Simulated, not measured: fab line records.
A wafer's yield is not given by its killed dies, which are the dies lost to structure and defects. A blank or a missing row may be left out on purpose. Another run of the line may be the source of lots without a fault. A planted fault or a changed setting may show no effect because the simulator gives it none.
8D (eight disciplines) problem report, filled in by code -- flow nand-harc -- the parts of the form that need people (team, actions taken, sign-off) are left out

== 1. THE ISSUE ==
At NHARC_END_SORT_01, killed-at-array averages 675 over 3 wafers from 3 lots, while fault-free wafers read 31, standard deviation 11. Measured from the usual mean, that is +59 standard deviations.
Seen first at day 24 08:27 on prober-01, wafer L119.6. At this step, 9 wafers from 3 lots have a number in the record. By rule, "out" or "out of limits" means more than 4 standard deviations away from the usual mean. The other wafers with a number count as sound.

== 2. WHAT IT IS, AND WHAT IT ISN'T ==
question,is,is not
which readings at this step,"killed-at-array, killed-dies","killed-at-other, killed-at-periphery, killed-open, killed-short"
which lots,"L119, L121, L122",-
which wafers of those lots,"L119.6, L121.3, L122.5","L119.1, L119.2, L121.2, L121.6, L122.2, L122.6"
read on which gauges,"prober-01, prober-02",-
when,from day 24 08:27,"up to then (2 sound wafers); but 4 sound wafers of L121, L122 came after"

== 3. THE SUSPECTS, EACH WITH WHAT RULES IT OUT ==
Counting: if a tool at a process step up to the reading ran every lot that is out, it stays a suspect. Sound lots after the first of them don't rule it out here, since some wafers of a struck lot are sound.
- the gauge at NHARC_END_SORT_01: ruled out. Those wafers that are out were read across 2 gauges (prober-01, prober-02).
- rie-diel-02 at NHARC_A_STAIRCASE_ETCH_17 (etches the open film in C4F8/O2, target depth 100 nm, time 40.5 s): kept. It ran every lot that is out, first L119 (day 15 11:35). Because NHARC_A_STAIRCASE_ETCH_17 lacks a start for some lots, the hours and order of its lots are taken from NHARC_A_STAIRCASE_ETCH_19.
- rie-diel-02 at NHARC_A_STAIRCASE_ETCH_19 (etches the open film in C4F8/O2, target depth 100 nm, time 40.5 s): kept. It ran every lot that is out, first L119 (day 15 11:35). Its own oes-product-au readings are out on those wafers.
- At NHARC_A_STAIRCASE_ETCH_19, inside rie-diel-02: chamber 0 took the wafers that are out, while their sound lot-mates went through chambers 2, 3.
After counting, rie-diel-02 at NHARC_A_STAIRCASE_ETCH_17 and rie-diel-02 at NHARC_A_STAIRCASE_ETCH_19 remain.

== 4. THE CAUSE (what the simulator had put in) ==
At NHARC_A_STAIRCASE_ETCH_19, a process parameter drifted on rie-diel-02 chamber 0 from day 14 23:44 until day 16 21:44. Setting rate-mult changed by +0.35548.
2 suspects survive the count, and this tool is in that group.

== 5. THE CHAIN OF EFFECTS, in route order ==
Each row: a reading where the mean over the struck wafers with a number is more than 3 standard deviations away from the usual. Scope: only readings with a usual standard deviation given in the record; hours: median across lots of the time from each lot's start at the first step in this table that gives one to its start at this step; sigmas: change in usual standard deviations.
hours,step,reading,usual,on struck wafers,change,sigmas
0,NHARC_A_STAIRCASE_ETCH_19,oes-product-au,0.937 a.u.,1.149,+0.212,+16
212,NHARC_END_SORT_01,killed-at-array,31,675,+644,+59
212,NHARC_END_SORT_01,killed-dies,34,677,+643,+54
It contains these process steps:
- NHARC_A_STAIRCASE_ETCH_19: etches the open film in C4F8/O2, target depth 100 nm, time 40.5 s.

== 6. HOW IT WOULD HAVE BEEN CAUGHT EARLIER ==
In this record the first reading out of limits at a measuring or inspecting step was taken at day 24 08:27, 225 hours after the fault began at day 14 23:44.
Tool's own readings at NHARC_A_STAIRCASE_ETCH_19, oes-product-au: out on all struck wafers the step has rows for; an alarm limit on them would have tripped on the first.
Lots out: 3; all had begun NHARC_A_STAIRCASE_ETCH_19 on rie-diel-02 by day 24 08:27. Holding the tool at that point would not have protected any of them.
